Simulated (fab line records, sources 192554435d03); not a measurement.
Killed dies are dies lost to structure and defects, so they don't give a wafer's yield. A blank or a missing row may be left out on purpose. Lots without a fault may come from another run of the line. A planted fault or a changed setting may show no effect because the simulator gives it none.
Problem report in the 8D (eight disciplines) form, filled by code | flow n5_finfet | the parts of the form that need people (team, actions taken, sign-off) are left out

1. THE PROBLEM
bias_w at N5_BEOL_M12_ETCH_59 reads a mean of 134.8 W on 5 wafers of 2 lots; wafers without a fault read 150.0 W with a standard deviation of 0.44. That is -34 standard deviations from the usual mean.
The step: etches BARC in N2/H2, target depth 89 nm, overetch 26.7 nm, time 67.9 s.
First seen on wafer L510.2, day 14 12:08, on rie_diel-05. The record holds 32 wafers of 11 lots with a number at this step. Rule for "out", or "out of limits": more than 4 standard deviations from the usual mean. The other wafers with a number count as sound.

2. WHAT IT IS AND WHAT IT IS NOT
question                    | is                     | is not
which readings at this step | bias_w, rf_vpp_V       | chamber_pressure_mTorr, drypump_motor_current_A, rf_fwd_power_W, showerhead_plenum_p_Torr, throttle_valve_pct
which lots                  | L510, L512             | L502, L507, L509, L511, L520, L521, L522, L523, L524
which wafers of those lots  | all that have a number | -
read on which tools         | rie_diel-05            | rie_diel-02, rie_diel-04
when                        | from day 14 12:08      | up to then (9 sound wafers); but 18 sound wafers of L511, L520, L521, L522, L523, L524 came after

3. SUSPECTS, AND WHAT RULES EACH OUT
Counting: a tool at a process step up to the reading stays a suspect if it ran every lot that is out and no sound lot after the first of them.
- pvd_sputter-03 at N5_BEOL_M11_DEGAS_44 (time 60 s): ruled out as a lasting fault. Sound lots L511, L522 ran on it after its first lot that is out, L510 (day 14 09:40).
- pvd_sputter-03 at N5_BEOL_M11_PRE_CLEAN_45 (time 30 s): ruled out as a lasting fault. Sound lots L511, L522 ran on it after its first lot that is out, L510 (day 14 09:43).
- rtp_anneal-01 at N5_BEOL_M11_ANNEAL_51 (time 90 s): ruled out as a lasting fault. Sound lots L511, L520, L521, L523, L524 ran on it after its first lot that is out, L510 (day 14 10:37).
- rie_diel-05 at N5_BEOL_M12_ETCH_59 (etches BARC in N2/H2, target depth 89 nm, overetch 26.7 nm, time 67.9 s): ruled out as a lasting fault. Sound lots L522, L524 ran on it after its first lot that is out, L510 (day 14 12:08).
Left after counting: nothing in the record.

4. THE CAUSE (what the simulator had put in)
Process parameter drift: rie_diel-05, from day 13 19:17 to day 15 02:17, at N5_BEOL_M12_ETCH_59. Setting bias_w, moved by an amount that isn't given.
Counting ruled it out, wrongly.

5. THE CHAIN OF EFFECTS, in route order
Each row: a reading whose mean over the struck wafers that have a number lies more than 3 standard deviations from the usual. Only readings for which the record gives a usual standard deviation are gone through. hours: the time from each lot's start at the first step in this table that gives one to its start at this step, as a median over the lots. sigmas: the change in usual standard deviations.
hours | step                | reading  | usual   | on struck wafers | change | sigmas
0     | N5_BEOL_M12_ETCH_59 | bias_w   | 150.0 W | 134.8            | -15.2  | -34
0     | N5_BEOL_M12_ETCH_59 | rf_vpp_V | 524.5 V | 490.6            | -33.9  | -12
The process steps in it:
- N5_BEOL_M12_ETCH_59: etches BARC in N2/H2, target depth 89 nm, overetch 26.7 nm, time 67.9 s.

6. WHAT WOULD HAVE CAUGHT IT SOONER
In this record the first reading out of limits was taken at day 14 12:08, 17 hours after the fault began at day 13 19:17.
